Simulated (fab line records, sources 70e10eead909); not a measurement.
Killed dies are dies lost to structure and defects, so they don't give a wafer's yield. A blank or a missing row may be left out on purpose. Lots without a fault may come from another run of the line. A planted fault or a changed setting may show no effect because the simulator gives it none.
fab line records | flow nand_harc
record lots=6 wafers=18 last_day=22
route steps=1159 shown P_M1@315 P_M2@318
lots that met no fault: from a run of the same line without faults
start_h: hours from the record's first day to the start of the lot's first wafer shown | wait_h: hours since the lot's step before | " the same as in the row above | L1.1+2: a row that stands for several wafers | - no value, or no start given | * or withheld: withheld | < > ~ a bound
route shown NAME@n: a module of which the file shows steps, and the number in the route of the first | usual: mean/standard deviation of fault-free wafers | same: alike in all rows | chamber/n: place in a boat | sites: the reading at each site | _std_site: their standard deviation | _edge_site: outer sites' mean less inner sites' | radius_mm: how far each site lies from the wafer's centre | mask NAME#n: copy n | behind: the tool/chamber that last shaped the wafer | hold: why the lot was held/for how many hours/how that ended | device: the transistor (n, p or np) that didn't switch | end of line: the same wafers' tests at the end of the route | a step without rows: its recipe alone | killed: dies lost to structure and defects at the first sort, not the wafer's yield | map: a wafer's dies, x killed, . not, _ none there
set.NAME: the setting as run; set.NAME@STEP: as run at that earlier step | model.NAME: the simulator's own value behind a step, which no gauge read
lots at some steps of the route; a table a step, a row a wafer
services: from which hour (start_h, from the record's first day; less than 0 if before it) a tool's chamber was out of use, for how many hours, and why
## steps
# step NHARC_P_M1_INSPECT_27
# usual raw_defect_count=332/110
# columns lot.wafer tool chamber start_h wait_h raw_defect_count
L608.2 defect_inspect-02 - 139.21 0.0 428
L608.3 " - " " 301
L608.6 " - " " 298
L609.1 defect_inspect-01 - 149.04 0.0 221
L609.2 " - " " 353
L609.4 " - " " 507
L612.1 defect_inspect-01 - 169.31 0.0 384
L612.3 " - " " 440
L612.6 " - " " 499
L613.1 defect_inspect-01 - 169.55 0.0 354
L613.3 " - " " 216
L613.4 " - " " 356
L619.3 defect_inspect-02 - 205.76 0.0 595
L619.5 " - " " 402
L619.6 " - " " 292
L621.2 defect_inspect-01 - 222.21 0.0 216
L621.5 " - " " 242
L621.6 " - " " 224
# step NHARC_P_M1_PRE_CLEAN_32
# recipe time_s=12 temp_c=370 rf_power_w=300 gas=NH3
# usual heater_power_w=665/50
# columns lot.wafer tool chamber start_h wait_h heater_power_w
L608.3 pecvd-02 0 139.28 0.1 694
L608.2 " 2 " " 789
L608.6 " 2 " " 762
L609.1 pecvd-03 2 149.11 0.1 634
L609.2 " 1 " " 663
L609.4 " 2 " " 628
L612.1 pecvd-03 1 169.40 0.1 613
L612.3 " 1 " " 621
L612.6 " 2 " " 578
L613.3 pecvd-02 0 169.64 0.1 742
L613.1 " 1 " " 699
L613.4 " 1 " " 700
L619.3 pecvd-03 1 205.83 0.1 619
L619.6 " 1 " " 641
L619.5 " 0 " " 676
L621.2 pecvd-03 1 222.28 0.1 617
L621.5 " 1 " " 614
L621.6 " 2 " " 614
# step NHARC_P_M1_DEP_33
# recipe target_thk_a=300 temp_c=370 target_thk_nm=30 pressure_torr=3 flow_sccm=200 rf_w=450 material=SiCN
# usual heater_power_w=612/50
# columns lot.wafer tool chamber start_h wait_h heater_power_w
L608.3 pecvd-02 0 139.36 0.1 584
L608.2 " 2 " " 652
L608.6 " 2 " " 658
L609.1 pecvd-03 2 149.19 0.1 635
L609.2 " 1 " " 583
L609.4 " 2 " " 633
L612.1 pecvd-03 1 169.57 0.1 628
L612.3 " 1 " " 623
L612.6 " 2 " " 599
L613.3 pecvd-02 0 169.75 0.1 708
L613.1 " 1 " " 646
L613.4 " 1 " " 521
L619.3 pecvd-03 1 205.91 0.1 583
L619.6 " 1 " " 575
L619.5 " 0 " " 656
L621.2 pecvd-03 1 222.36 0.1 520
L621.5 " 1 " " 524
L621.6 " 2 " " 540
# step NHARC_P_M2_DEP_00
# recipe target_thk_a=1825 target_thk_nm=182.5 temp_c=withheld pressure_torr=5 flow_sccm=200 rf_w=600 material=SiOC
# step NHARC_P_M2_DEHYDRATE_01
# recipe temp_c=150 time_s=120
# step NHARC_P_M2_HMDS_02
# recipe time_s=30
# step NHARC_P_M2_COAT_34
# recipe temp_c=200 time_s=65
# step NHARC_P_M2_COAT_03
# recipe spin_rpm=1500 resist_thk_nm=90
# step NHARC_P_M2_SOFTBAKE_04
# recipe temp_c=105 time_s=55
# step NHARC_P_M2_EBR_05
# step NHARC_P_M2_EXPOSE_06
# recipe na=1.35 target_cd_nm=170 dose_mj=80.78 mask_id=P_M2
# step NHARC_P_M2_PEB_07
# recipe peb_temp_c=100 peb_time_s=65
# usual chill_plate_temp_C=23.01/0.099 exhaust_pa=45.0/0.82
# columns lot.wafer tool chamber start_h wait_h chill_plate_temp_C exhaust_pa
L608.2 litho_track-06 0 140.40 0.1 23.13 46.7
L608.3 " 0 " " 23.08 45.5
L608.6 " 0 " " 23.15 45.7
L609.1 litho_track-04 0 150.41 0.1 23.18 45.5
L609.2 " 0 " " 23.08 45.1
L609.4 " 0 " " 22.97 44.4
L613.1 litho_track-04 - 170.87 0.1 - -
L613.3 " - " " - -
L613.4 " - " " - -
L612.1 litho_track-01 - 171.02 0.1 - -
L612.3 " - " " - -
L612.6 " - " " - -
L619.3 litho_track-06 0 207.06 0.0 23.00 44.2
L619.5 " 0 " " 22.91 45.1
L619.6 " 0 " " 23.12 44.9
L621.2 litho_track-04 0 223.57 0.1 23.16 45.4
L621.5 " 0 " " 23.13 45.8
L621.6 " 0 " " 23.00 45.0
# step NHARC_P_M2_DEVELOP_08
# recipe develop_time_s=35 dev_temp_c=23
## services
# columns tool chamber start_h hours kind
litho_track-06 - 117.00 7.0 pm
pecvd-03 0 124.34 - clean
pecvd-03 1 124.34 - clean
pecvd-03 2 124.34 - clean
litho_track-04 - 141.00 7.0 pm
pecvd-02 - 153.06 13.0 pm
pecvd-02 0 153.06 13.0 vent_cycle
pecvd-02 1 153.06 13.0 vent_cycle
pecvd-02 2 153.06 13.0 vent_cycle
pecvd-03 0 164.67 20.3 repair
pecvd-02 0 166.06 - clean
pecvd-02 1 166.06 - clean
pecvd-02 2 166.06 - clean
## key
first_sign step=NHARC_P_M2_PEB_07 reading=tool_record direction=missing
effect none on later readings
met_at NHARC_P_M2_PEB_07
struck_wafers L612.1,L612.3,L612.6,L613.1,L613.3,L613.4
rows_end L612.1,L612.3,L612.6,L613.1,L613.3,L613.4
onset_between 150.41 170.87
fault kind=skipped_step_whole tool=litho_track-01,litho_track-04 chamber=- onset_h=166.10 steps=NHARC_P_M2_PEB_07 scope=struck_lots_only
# rows_end: these wafers met a further fault down the route, and their rows from its step on are left out
